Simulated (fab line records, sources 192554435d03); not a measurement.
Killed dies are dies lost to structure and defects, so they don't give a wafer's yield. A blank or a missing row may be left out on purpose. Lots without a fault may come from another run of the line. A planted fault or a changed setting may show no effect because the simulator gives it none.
Split-lot experiment | flow n5_finfet | 7 lots, 21 wafers read, on a route of 1938 steps

THE SPLIT
At N5_BEOL_M8_DESCUM_33 (chemistry O2, time 7 s), the setting time_s was moved away from the recipe's 7 s on 8 of the 21 wafers read, by -13.4% to +15.9%. The other wafers ran this setting at the recipe's value.

FROM THE SPLIT TO THE READING: what the file shows between them, 1 step
- N5_BEOL_M8_ETCH_72: etches underlayer in N2/H2, target depth 6.5 nm, time 5.2 s

THE READING
CAR-EUV_of_BEOL_M8_COAT_22.thk_nm (the simulator's own value, which no gauge read), in nm, at N5_BEOL_M8_ETCH_65 (etches SiARC in CF4, target depth 15.6 nm, time 26 s). The file gives no usual value for it. The 13 wafers here that ran the recipe average 11.1 nm, standard deviation 0.097 nm.

wafer  | tool, chamber at the split | time_s as run, s | against the recipe | CAR-EUV_of_BEOL_M8_COAT_22.thk_nm, nm | against lot-mates on the recipe
L075.3 | rie_diel-05, 3             | 6.194            | -11.5%             | 11.6                                  | +0.4
L075.4 | rie_diel-05, 2,3           | 7                | recipe             | 11.2                                  | -
L075.6 | rie_diel-05, 2,3           | 7                | recipe             | 11.2                                  | -
L078.3 | rie_diel-02, 3,1           | 6.278            | -10.3%             | 11.4                                  | +0.2
L078.4 | rie_diel-02, 3,1           | 6.278            | -10.3%             | 11.4                                  | +0.2
L078.6 | rie_diel-02, 3             | 7                | recipe             | 11.2                                  | -
L079.3 | rie_diel-04, 3             | 7                | recipe             | 11.2                                  | -
L079.4 | rie_diel-04, 1             | 6.059            | -13.4%             | 11.6                                  | +0.4
L079.6 | rie_diel-04, 1             | 6.059            | -13.4%             | 11.6                                  | +0.4
L080.1 | rie_diel-02, 1             | 7                | recipe             | 11                                    | -
L080.2 | rie_diel-02, 0,2           | 7                | recipe             | 11                                    | -
L080.4 | rie_diel-02, 0,2           | 7                | recipe             | 11                                    | -
L086.2 | rie_diel-04, 2,1,3         | 7                | recipe             | 11.2                                  | -
L086.3 | rie_diel-04, 2,1,3         | 7                | recipe             | 11.2                                  | -
L086.5 | rie_diel-04, 2,1,3         | 7                | recipe             | 11.2                                  | -
L090.1 | rie_diel-02, 2,1           | 7                | recipe             | 11                                    | -
L090.6 | rie_diel-02, 2,1           | 7                | recipe             | 11                                    | -
L090.4 | rie_diel-02, 0             | 8.113            | +15.9%             | 10.6                                  | -0.4
L093.1 | rie_diel-05, 0             | 7                | recipe             | 11.2                                  | -
L093.2 | rie_diel-05, 3             | 7.81             | +11.6%             | 10.8                                  | -0.4
L093.6 | rie_diel-05, 0             | 7.81             | +11.6%             | 10.8                                  | -0.4
Where a row lists several chambers, the file gives one row for several wafers and doesn't say which wafer went through which chamber.

THE FIT
A straight line over all 21 wafers: CAR-EUV_of_BEOL_M8_COAT_22.thk_nm changes by -0.0323 nm for each +1% of time_s; r = -0.95; the points scatter about the line by 0.088 nm.
The same after taking each lot's own level away (the mean of its wafers on the recipe; 21 wafers): -0.0287 nm for each +1%; r = -0.98; scatter 0.043 nm.
On that fit, the largest move of time_s shifts the reading by 0.46 nm.
The lots' own levels span 11.00 to 11.20 nm, that is 2.1 times the standard deviation above.
So the lot-to-lot level changes the slope: the two fits differ.
Check: with one of the wafers moved furthest among these (+15.9%) left out of the fit, the line predicts -0.491 nm for it against its lot-mates. It came out at -0.4 nm against them.

OTHER SPLITS ON THESE WAFERS
These wafers also went through other splits before the reading. Each is held against what the fit with the lots' levels taken away leaves over:
other split on the same wafers             | wafers away from the commonest value | r with CAR-EUV_of_BEOL_M8_COAT_22.thk_nm (lot level and that fit taken away)
N5_BEOL_M6_ALD_77 co_reactant_pulse_time_s | 7                                    | +0.27
N5_BEOL_M7_COAT_05 spin_rpm                | 8                                    | +0.04
N5_BEOL_M7_ETCH_61 source_w                | 6                                    | -0.04

THE WHOLE CHAIN: every reading that the file lists as answering this split, in the file's order
step                 | what it does                                                | reading                                                                            | change (the file's fit)                | r (the file's)
N5_BEOL_M8_DESCUM_33 | chemistry O2, time 7 s                                      | CAR-EUV_of_BEOL_M8_COAT_22.thk_nm (the simulator's own value, which no gauge read) | -0.028 nm for each +1% of the setting  | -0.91
N5_BEOL_M8_ETCH_72   | etches underlayer in N2/H2, target depth 6.5 nm, time 5.2 s | CAR-EUV_of_BEOL_M8_COAT_22.thk_nm (the simulator's own value, which no gauge read) | -0.0311 nm for each +1% of the setting | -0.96
N5_BEOL_M8_ETCH_65   | etches SiARC in CF4, target depth 15.6 nm, time 26 s        | CAR-EUV_of_BEOL_M8_COAT_22.thk_nm (the simulator's own value, which no gauge read) | -0.0286 nm for each +1% of the setting | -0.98

THE FILE'S OWN FIT
CAR-EUV_of_BEOL_M8_COAT_22.thk_nm changes by -0.0286 nm for each +1% of time_s, r = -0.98.
